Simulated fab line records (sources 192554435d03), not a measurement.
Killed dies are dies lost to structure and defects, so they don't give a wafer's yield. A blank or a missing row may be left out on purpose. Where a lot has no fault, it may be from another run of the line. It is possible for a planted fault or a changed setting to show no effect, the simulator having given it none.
The tool behind it: which one?	flow n5Finfet	Sampling: 24 lots, 72 wafers, 5 of 1938 route steps

== WHAT THE GAUGES READ, wafer by wafer ==
N5_BEOL_M2_INSPECT_59: inspects for defects (darkfield). Usual: rawDefectCount at 70, with a standard deviation of 22.
lot	measured	on	rawDefectCount	flag
L074	day 6 21:16	defectInspect-01	68 71 61	
L075	day 7 00:30	defectInspect-01	79 67 58	
L076	day 7 08:52	defectInspect-02	58 72 54	
L077	day 7 14:59	defectInspect-01	113 59 92	
L078	day 7 20:08	defectInspect-02	138 69 65	
L079	day 8 01:34	defectInspect-01	34 34 56	
L080	day 8 04:44	defectInspect-02	105 64 59	
L081	day 8 18:43	defectInspect-01	54 47 69	
L082	day 8 22:43	defectInspect-02	62 66 91	
L083	day 9 09:28	defectInspect-02	55 87 42	
L084	day 9 10:17	defectInspect-01	59 69 54	
L085	day 9 13:32	defectInspect-01	73 83 47	
L086	day 9 15:14	defectInspect-01	80 76 83	
L087	day 10 04:59	defectInspect-02	71 63 72	
L088	day 10 08:59	defectInspect-01	84 90 140	
L089	day 10 16:55	defectInspect-01	85 87 114	
L090	day 10 21:40	defectInspect-02	41 60 48	
L091	day 11 00:41	defectInspect-02	104 79 110	
L092	day 11 09:59	defectInspect-02	78 52 72	
L093	day 11 12:47	defectInspect-02	41 76 40	
L094	day 11 20:02	defectInspect-01	82 79 74	
L095	day 11 23:08	defectInspect-01	66 40 37	
L096	day 12 10:52	defectInspect-02	46 89 46	
L097	day 12 13:28	defectInspect-02	61 85 67	

N5_BEOL_M3_CD_MEAS_11: target cd 17.05 nm. Usual: cdNm at 17.09 nm, with a standard deviation of 0.24.
lot	measured	on	cdNm (nm)	flag
L074	day 6 21:56	cdSem-02	17.04 17.18 17.16	
L075	day 7 01:13	cdSem-01	17.10 17.12 17.26	
L076	day 7 10:34	cdSem-01	17.34 16.85 17.25	
L077	day 7 15:56	cdSem-03	17.13 17.45 16.81	
L078	day 7 21:56	cdSem-01	17.31 16.68 16.87	
L079	day 8 04:02	cdSem-03	17.35 17.60 17.29	
L080	day 8 07:03	cdSem-01	17.20 16.92 17.19	
L081	day 8 19:48	cdSem-01	17.20 17.27 16.71	
L082	day 8 23:31	cdSem-02	17.43 17.29 17.25	
L083	day 9 11:38	cdSem-01	17.30 17.25 17.38	
L084	day 9 12:02	cdSem-01	17.20 17.39 17.49	
L085	day 9 14:27	cdSem-02	16.87 16.88 17.16	
L086	day 9 17:08	cdSem-01	16.77 16.72 16.86	
L087	day 10 05:52	cdSem-01	17.30 17.05 17.14	
L088	day 10 11:20	cdSem-01	17.55 16.79 16.99	
L089	day 10 17:55	cdSem-02	16.57 16.90 16.79	
L090	day 10 23:14	cdSem-03	16.80 16.98 17.35	
L091	day 11 01:25	cdSem-03	16.76 17.08 17.22	
L092	day 11 11:01	cdSem-01	17.27 17.47 17.14	
L093	day 11 13:25	cdSem-03	16.81 17.09 16.61	
L094	day 11 21:01	cdSem-03	16.95 17.21 17.39	
L095	day 12 01:32	cdSem-03	17.13 17.29 16.46	
L096	day 12 11:28	cdSem-01	17.25 17.16 17.58	
L097	day 12 14:32	cdSem-03	17.35 16.99 17.39	

== WHICH TOOL RAN EACH LOT (tool, then ch and the chambers of the sampled wafers, then the start) ==
lot	N5_BEOL_M2_SPUTTER_81	N5_BEOL_M2_SPUTTER_88	N5_BEOL_M2_PRE_CLEAN_60
L074	pvdSputter-01, day 6 18:53	pvdSputter-01, day 6 19:19	cvdCo-01 ch 0,1,2, day 6 21:01
L075	pvdSputter-03, day 6 22:04	pvdSputter-03, day 6 22:31	cvdCo-01 ch 1,2, day 7 00:13
L076	pvdSputter-02, day 7 06:29	pvdSputter-02, day 7 06:55	cvdCo-01 ch 0,1, day 7 08:37
L077	pvdSputter-02, day 7 12:32	pvdSputter-02, day 7 12:59	cvdCo-01 ch 1,2, day 7 14:42
L078	pvdSputter-03, day 7 17:44	pvdSputter-03, day 7 18:10	cvdCo-01 ch 0,1, day 7 19:53
L079	pvdSputter-01, day 7 23:11	pvdSputter-01, day 7 23:37	cvdCo-01 ch 1,2, day 8 01:20
L080	pvdSputter-02, day 8 02:19	pvdSputter-02, day 8 02:45	cvdCo-02 ch 0,2, day 8 04:29
L081	pvdSputter-02, day 8 16:18	pvdSputter-02, day 8 16:44	cvdCo-01 ch 0,1,2, day 8 18:28
L082	pvdSputter-02, day 8 20:17	pvdSputter-02, day 8 20:43	cvdCo-02 ch 0,2, day 8 22:28
L083	pvdSputter-01, day 9 07:04	pvdSputter-01, day 9 07:31	cvdCo-02 ch 0,1,2, day 9 09:13
L084	pvdSputter-02, day 9 07:45	pvdSputter-02, day 9 08:11	cvdCo-01 ch 0,1, day 9 09:59
L085	pvdSputter-01, day 9 10:39	pvdSputter-01, day 9 11:05	cvdCo-01 ch 0,1, day 9 13:16
L086	pvdSputter-02, day 9 12:39	pvdSputter-02, day 9 13:05	cvdCo-01 ch 0,2, day 9 14:59
L087	pvdSputter-01, day 10 02:33	pvdSputter-01, day 10 02:59	cvdCo-02 ch 0,1,2, day 10 04:44
L088	pvdSputter-01, day 10 06:25	pvdSputter-01, day 10 06:51	cvdCo-02 ch 1,2, day 10 08:42
L089	pvdSputter-01, day 10 14:32	pvdSputter-01, day 10 14:58	cvdCo-02 ch 0,1, day 10 16:40
L090	pvdSputter-01, day 10 19:14	pvdSputter-01, day 10 19:40	cvdCo-01 ch 0,1,2, day 10 21:25
L091	pvdSputter-02, day 10 22:16	pvdSputter-02, day 10 22:43	cvdCo-02 ch 0,2, day 11 00:25
L092	pvdSputter-03, day 11 07:35	pvdSputter-03, day 11 08:02	cvdCo-02 ch 0,1,2, day 11 09:44
L093	pvdSputter-02, day 11 10:22	pvdSputter-02, day 11 10:49	cvdCo-01 ch 0,1, day 11 12:31
L094	pvdSputter-02, day 11 17:38	pvdSputter-02, day 11 18:04	cvdCo-02 ch 0,1,2, day 11 19:47
L095	pvdSputter-03, day 11 20:29	pvdSputter-03, day 11 20:56	cvdCo-01 ch 0,2, day 11 22:53
L096	pvdSputter-02, day 12 08:17	pvdSputter-02, day 12 08:43	cvdCo-02 ch 0,1, day 12 10:37
L097	pvdSputter-01, day 12 11:04	pvdSputter-01, day 12 11:31	cvdCo-02 ch 1,2, day 12 13:13
- N5_BEOL_M2_SPUTTER_81: material Cu, target thk 4.5 nm, time 8.29 s.
- N5_BEOL_M2_SPUTTER_88: material Cu, target thk 4.5 nm, time 8.29 s.
- N5_BEOL_M2_PRE_CLEAN_60: time 15 s.

== AS READ BY THE TOOLS THEMSELVES (means over the sampled wafers that have a number; for cases with no such wafer, the mark the record gives instead) ==
N5_BEOL_M2_SPUTTER_81. Usual: susceptorTempC -19.99 C, standard deviation 0.093; throttleValvePct 30.1 %, standard deviation 0.95.
lot	tool	susceptorTempC (C)	throttleValvePct (%)	flag
L074	pvdSputter-01	-19.83	30.3	
L075	pvdSputter-03	-20.04	29.8	
L076	pvdSputter-02	-19.99	30.3	
L077	pvdSputter-02	-19.91	30.5	
L078	pvdSputter-03	-20.02	30.6	
L079	pvdSputter-01	-19.94	30.2	
L080	pvdSputter-02	-20.04	30.6	
L081	pvdSputter-02	-19.89	29.5	
L082	pvdSputter-02	-19.95	29.7	
L083	pvdSputter-01	-19.99	29.5	
L084	pvdSputter-02	-19.96	28.9	
L085	pvdSputter-01	-19.98	29.9	
L086	pvdSputter-02	-19.95	30.5	
L087	pvdSputter-01	-20.02	29.8	
L088	pvdSputter-01	-19.90	30.5	
L089	pvdSputter-01	-19.94	30.1	
L090	pvdSputter-01	-19.99	29.7	
L091	pvdSputter-02	-20.03	30.2	
L092	pvdSputter-03	-19.99	30.9	
L093	pvdSputter-02	-19.99	29.5	
L094	pvdSputter-02	-20.04	29.5	
L095	pvdSputter-03	-19.95	29.7	
L096	pvdSputter-02	-20.00	29.8	
L097	pvdSputter-01	-19.95	29.7	

N5_BEOL_M2_SPUTTER_88. Usual: susceptorTempC -20.00 C, standard deviation 0.1; throttleValvePct 30.1 %, standard deviation 0.96.
lot	tool	susceptorTempC (C)	throttleValvePct (%)	flag
L074	pvdSputter-01	-19.99	30.3	
L075	pvdSputter-03	-19.98	29.9	
L076	pvdSputter-02	-20.06	30.2	
L077	pvdSputter-02	-20.03	30.5	
L078	pvdSputter-03	-20.01	30.5	
L079	pvdSputter-01	-19.92	30.3	
L080	pvdSputter-02	-19.92	30.6	
L081	pvdSputter-02	-20.06	29.5	
L082	pvdSputter-02	-19.97	29.9	
L083	pvdSputter-01	-20.08	29.5	
L084	pvdSputter-02	-19.89	29.0	
L085	pvdSputter-01	-20.08	29.9	
L086	pvdSputter-02	-20.03	30.5	
L087	pvdSputter-01	-20.00	29.8	
L088	pvdSputter-01	-20.04	30.4	
L089	pvdSputter-01	-19.97	30.0	
L090	pvdSputter-01	-19.90	29.7	
L091	pvdSputter-02	-19.99	30.2	
L092	pvdSputter-03	-19.97	30.8	
L093	pvdSputter-02	-19.99	29.7	
L094	pvdSputter-02	-19.93	29.4	
L095	pvdSputter-03	-19.99	29.5	
L096	pvdSputter-02	-19.91	29.9	
L097	pvdSputter-01	-20.03	29.6	

N5_BEOL_M2_PRE_CLEAN_60. Usual: heaterPowerW at 87 W, with a standard deviation of 18.
lot	tool	heaterPowerW (W)	flag
L074	cvdCo-01	94	
L075	cvdCo-01	107	
L076	cvdCo-01	108	
L077	cvdCo-01	93	
L078	cvdCo-01	109	
L079	cvdCo-01	106	
L080	cvdCo-02	84	
L081	cvdCo-01	96	
L082	cvdCo-02	84	
L083	cvdCo-02	76	
L084	cvdCo-01	108	
L085	cvdCo-01	96	
L086	cvdCo-01	84	
L087	cvdCo-02	76	
L088	cvdCo-02	72	
L089	cvdCo-02	71	
L090	cvdCo-01	96	
L091	cvdCo-02	84	
L092	cvdCo-02	75	
L093	cvdCo-01	99	
L094	cvdCo-02	77	
L095	cvdCo-01	84	
L096	cvdCo-02	70	
L097	cvdCo-02	83	

== THE ANSWER, worked out from the rows above alone ==
Rule: lot off if the mean of its wafers having a number is beyond 3 standard deviations from the usual mean. Also off: a lot with no number at a reading for which 4 or more lots have one. Where the step has rows for the other lots, those lots are counted as sound. First the gauges in route order, then the tools' own readings, where a lot's mean is used as printed above. The first step at which some lot is off is used, and at that step the reading that is off furthest; a lot without a number counts as furthest.
No lot is off at any reading shown: from this, nothing can be told.

== WHAT THE SIMULATOR HAD INSERTED ==
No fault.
